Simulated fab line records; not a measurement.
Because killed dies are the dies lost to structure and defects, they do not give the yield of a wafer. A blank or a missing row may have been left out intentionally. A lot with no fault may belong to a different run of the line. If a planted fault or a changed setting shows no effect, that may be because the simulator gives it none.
Lot-split experiment | flow n5_finfet | 21 wafers read from 7 lots, route of 1938 steps

## ON THE SPLIT
At N5_BEOL_M9_HM_DEP_02 (deposits TiN, target thk 20 nm), the setting target_thk_a was moved away from the recipe's 200 angstrom on 8 of the 21 wafers read, by -10.3% to +11.7%. This setting was run at the recipe's value on the other wafers.

## FROM THE SPLIT TO THE READING: what the file shows between them, 9 steps
- N5_BEOL_M9_DESCUM_16: chemistry O2, time 7.9 s (also split here: time_s)
- N5_BEOL_M9_ETCH_61: etches SiARC in CF4, target depth 39 nm, time 65 s
- N5_BEOL_M9_ETCH_62: etches SOC in N2/H2, target depth 110 nm, overetch 22 nm, time 165 s
- N5_BEOL_M9_STRIP_68: strips in N2/H2
- N5_BEOL_M9_STRIP_67: strips in CF4
- N5_BEOL_M9_HM_OPEN_17: chemistry Cl2/BCl3, target TiN, target depth 20 nm, overetch 6 nm
- N5_BEOL_M9_STRIP_19: strips in O2
- N5_BEOL_M9_STRIP_73: strips in C4F6/O2
- N5_BEOL_M9_STRIP_36: strips in N2/H2

## THE READING
TiN_of_BEOL_M9_HM_DEP_02.thk_nm (the simulator's own value, which no gauge read), in nm, at N5_BEOL_M9_TRENCH_ETCH_37 (etches SiCOH lowk in C4F6/O2, target depth 151.43 nm, time 49 s). There is no usual value for it anywhere in the file. Across the 13 wafers here that went through the recipe, the average is 15.9 nm and the standard deviation 0.2 nm.

wafer  | tool, chamber at the split | target_thk_a as run, angstrom | against the recipe | TiN_of_BEOL_M9_HM_DEP_02.thk_nm, nm | against lot-mates on the recipe
L075.3 | pvd_sputter-02, -          | 200                           | recipe             | 15.8                                | -
L075.4 | pvd_sputter-02, -          | 200                           | recipe             | 15.6                                | -
L075.6 | pvd_sputter-02, -          | 200                           | recipe             | 15.6                                | -
L076.3 | pvd_sputter-03, -          | 200                           | recipe             | 15.8                                | -
L076.5 | pvd_sputter-03, -          | 200                           | recipe             | 15.8                                | -
L076.6 | pvd_sputter-03, -          | 189.2                         | -5.4%              | 14.6                                | -1.2
L077.1 | pvd_sputter-02, -          | 179.5                         | -10.3%             | 14.2                                | -2.0
L077.3 | pvd_sputter-02, -          | 179.5                         | -10.3%             | 14.2                                | -2.0
L077.2 | pvd_sputter-02, -          | 200                           | recipe             | 16.2                                | -
L080.2 | pvd_sputter-01, -          | 200                           | recipe             | 16                                  | -
L080.3 | pvd_sputter-01, -          | 200                           | recipe             | 16.2                                | -
L080.5 | pvd_sputter-01, -          | 200                           | recipe             | 15.8                                | -
L081.3 | pvd_sputter-02, -          | 200                           | recipe             | 16                                  | -
L081.5 | pvd_sputter-02, -          | 200                           | recipe             | 16                                  | -
L081.6 | pvd_sputter-02, -          | 200                           | recipe             | 16.2                                | -
L083.1 | pvd_sputter-03, -          | 219.6                         | +9.8%              | 17.6                                | no lot-mate on the recipe
L083.3 | pvd_sputter-03, -          | 219.6                         | +9.8%              | 17.6                                | no lot-mate on the recipe
L083.4 | pvd_sputter-03, -          | 219.6                         | +9.8%              | 17.8                                | no lot-mate on the recipe
L093.1 | pvd_sputter-02, -          | 200                           | recipe             | 15.8                                | -
L093.4 | pvd_sputter-02, -          | 223.5                         | +11.7%             | 18.4                                | +2.6
L093.5 | pvd_sputter-02, -          | 223.5                         | +11.7%             | 18.2                                | +2.4

THE FIT
A straight line over all 21 wafers: TiN_of_BEOL_M9_HM_DEP_02.thk_nm changes by +0.186 nm for each +1% of target_thk_a; r = +0.98; the points scatter about the line by 0.21 nm.
The same after taking each lot's own level away (the mean of its wafers on the recipe; 18 wafers): +0.206 nm for each +1%; r = +1.00; scatter 0.11 nm.
On that fit, the largest move of target_thk_a shifts the reading by 2.4 nm.
Measured against the standard deviation above, the lots' own levels, which go from 15.67 to 16.20 nm, span 2.6 times it.
So the lot-to-lot level changes the slope little: the two slopes agree.
Check: for one of the wafers moved furthest among these (+11.7%), held out of the fit, the line's prediction against its lot-mates is +2.36 nm. Against them it came out at +2.6 nm.

## THE OTHER SPLITS THESE WAFERS WENT THROUGH
These wafers also went through other splits before the reading. Each is held against what the fit with the lots' levels taken away leaves over:
other split on the same wafers | wafers away from the commonest value | r with TiN_of_BEOL_M9_HM_DEP_02.thk_nm (lot level and that fit taken away)
N5_BEOL_M7_COAT_71 spin_rpm    | 8                                    | -0.26
N5_BEOL_M8_EXPOSE_08 dose_mj   | 7                                    | +0.00
N5_BEOL_M8_DESCUM_16 time_s    | 5                                    | -0.43
N5_BEOL_M9_DESCUM_16 time_s    | 8                                    | +0.01

## THE WHOLE CHAIN: every reading that the file lists as answering this split, in the file's order
step                      | what it does                                                      | reading                                                                          | change (the file's fit)               | r (the file's)
N5_BEOL_M9_HM_DEP_02      | deposits TiN, target thk 20 nm                                    | TiN_of_BEOL_M9_HM_DEP_02.thk_nm (the simulator's own value, which no gauge read) | +0.201 nm for each +1% of the setting | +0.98
N5_BEOL_M9_HM_OPEN_17     | chemistry Cl2/BCl3, target TiN, target depth 20 nm, overetch 6 nm | etch.depth_nm (the simulator's own value, which no gauge read)                   | +0.203 nm for each +1% of the setting | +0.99
N5_BEOL_M9_TRENCH_ETCH_37 | etches SiCOH lowk in C4F6/O2, target depth 151.43 nm, time 49 s   | TiN_of_BEOL_M9_HM_DEP_02.thk_nm (the simulator's own value, which no gauge read) | +0.207 nm for each +1% of the setting | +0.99

## FILE'S OWN FIT
TiN_of_BEOL_M9_HM_DEP_02.thk_nm changes by +0.207 nm for each +1% of target_thk_a, r = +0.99.
